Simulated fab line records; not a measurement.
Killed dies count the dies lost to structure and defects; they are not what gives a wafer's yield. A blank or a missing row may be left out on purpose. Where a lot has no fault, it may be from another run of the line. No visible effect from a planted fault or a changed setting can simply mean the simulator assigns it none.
The same fault as seen by 3 desks    flow n5 finfet    what lay behind the numbers comes last; until then each desk has only its own

## THE DEFECT DESK
What the inspections along the route counted, lot by lot: means of the sampled wafers that have a number. The brackets show how far a lot's mean lies from the usual mean; more than 4 standard deviations puts the lot out of limits, marked OUT.
Columns: A = raw defect count at N5_BEOL_M1_INSPECT_30, usual 440
lot   first seen here  A
L506  day 8 04:35      357
L511  day 9 13:50      495
L512  day 9 13:53      410
L516  day 10 11:43     363
L518  day 11 00:09     368
L520  day 11 19:55     361
Result from this desk: across the 6 lots, nothing is out of limits.

## METROLOGY DESK
What the gauges read for every lot (on any tool): the sampled wafers with a number, averaged. The brackets show how far a lot's mean lies from the usual mean; more than 4 standard deviations puts the lot out of limits, marked OUT. It has 12 readings; the 7 that lie furthest out on some lot are the ones shown.
Columns: A = V0_OVL at N5_BEOL_M1_OVL_MEAS_29, usual 0.3 nm; B = DIBL_N at N5_BEOL_M4_RC_MEAS_101, usual 36.6 mV/V; C = DIBL_P at N5_BEOL_M4_RC_MEAS_101, usual 36.3 mV/V; D = SS_N at N5_BEOL_M4_RC_MEAS_101, usual 71.8 mV/dec; E = SS_P at N5_BEOL_M4_RC_MEAS_101, usual 73.3 mV/dec; F = VT_N at N5_BEOL_M4_RC_MEAS_101, usual 250 mV; G = VT_P at N5_BEOL_M4_RC_MEAS_101, usual -250 mV
lot   first seen here  A     B     C     D     E     F    G
L506  day 8 04:29      0.4   33.9  33.8  70.5  72.9  251  -253
L511  day 9 13:44      -0.1  39.8  37.8  72.9  74.0  250  -250
L512  day 9 13:48      -0.3  35.0  35.4  72.0  72.9  253  -254
L516  day 10 11:38     0.4   34.8  35.4  71.5  72.8  251  -252
L518  day 11 00:04     0.8   34.1  33.8  71.1  72.6  256  -254
L520  day 11 19:50     0.4   37.7  35.5  71.3  72.9  250  -252
Result from this desk: across the 6 lots, nothing is out of limits.

## FOR THE TOOL OWNER'S DESK: ald sin-03
The tool's own readings at N5_BEOL_M1_ALD_98 (deposits SiO2, target thk 2.5 nm, pulse time 1 s, co reactant pulse time 1 s): means of the sampled wafers that have a number, for each lot that ran on this tool. The brackets show how far a lot's mean lies from the usual mean; more than 4 standard deviations puts the lot out of limits, marked OUT.
Columns: A = heater power w at N5_BEOL_M1_ALD_98, usual 74 W; B = precursor pulse height rel at N5_BEOL_M1_ALD_98, usual 0.998
lot   first seen here  A   B
L511  day 9 14:00      74  1.012
L512  day 9 14:29      73  1.012
L518  day 11 00:19     70  1.006
Result from this desk: across the 3 lots, nothing is out of limits.

## TAKEN TOGETHER
No out-of-limits result turned up at the defect desk.
The metrology desk saw nothing out of limits.
The desk of the tool owner found nothing out of limits.

## WHAT WAS PUT IN BY THE SIMULATOR
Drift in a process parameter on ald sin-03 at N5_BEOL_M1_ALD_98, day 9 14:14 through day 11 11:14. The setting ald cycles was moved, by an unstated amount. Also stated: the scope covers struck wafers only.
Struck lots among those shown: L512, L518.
